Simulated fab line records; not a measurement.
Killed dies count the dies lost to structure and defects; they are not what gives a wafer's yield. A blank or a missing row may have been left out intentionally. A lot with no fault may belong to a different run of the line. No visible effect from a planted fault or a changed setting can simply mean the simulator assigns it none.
Matching of chambers ; flow n5-finfet ; 4 sister chambers for N5_SD_EPI_N_SD_RECESS_17 on rie-si-06
The step chemistry HBr/Cl2/O2, target depth 41 nm, time 23.7 s, bt time 3 s. 18 wafers are shown with their chamber, then 8 later ones without.

## EACH WAFER AND ITS CHAMBER
wafer;chamber;drypump-motor-current-A (A);oes-product-au (a.u.)
L140.3;1;5.3;0.994
L140.5;1;5.3;0.991
L140.6;2;5.1;1.032
L141.4;1;5.3;1.004
L141.5;2;5.1;1.018
L144.1;0;5.5;0.994
L144.4;1;5.3;0.995
L144.6;1;5.3;0.996
L146.2;2;5.1;1.020
L146.3;3;5.5;1.026
L146.4;1;5.4;0.994
L147.2;2;5.1;1.021
L147.4;0;5.5;1.000
L147.5;2;5.1;1.020
L149.1;3;5.5;1.008
L149.4;1;5.3;0.995
L149.6;2;5.1;1.029
L158.3;0;5.5;1.006

SIGNATURES (averages over the wafers above)
reading;chamber 0;chamber 1;chamber 2;chamber 3;scatter within a chamber
drypump-motor-current-A;5.500;5.314;5.100;5.500;0.0247
oes-product-au;1.00000;0.99557;1.02333;1.01700;0.00595
Rule: a wafer lies at a distance from a chamber equal to the root of the sum of squares, over the readings, of (its reading less the chamber's mean, divided by the reading's scatter). The wafer belongs to the nearest chamber; if the next one is less than 2 further off, it can't be placed. The scatter: the root of (the sum of the squares of (reading less its chamber's mean) over the shown wafers, divided by (wafers less chambers)).

## WAFERS WHOSE CHAMBER IS MISSING
wafer;drypump-motor-current-A (A);oes-product-au (a.u.)
L158.4;5.4;1.006
L158.6;5.5;1.017
L159.4;5.1;1.018
L159.5;5.3;1.001
L159.6;5.1;1.016
L162.1;5.1;1.016
L162.4;5.3;0.993
L162.6;5.6;1.001

## CHAMBER TAKEN BY EACH
wafer;from the rows above;in truth
L158.4;can't be placed: 1 or 0 or 3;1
L158.6;3;3
L159.4;2;2
L159.5;1;1
L159.6;2;2
L162.1;2;2
L162.4;1;1
L162.6;can't be placed: 0 or 3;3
6 of 8 placed correctly. Unplaceable from these rows: 2, with the true chamber sitting among the candidates in 2. Wrongly placed: 0.
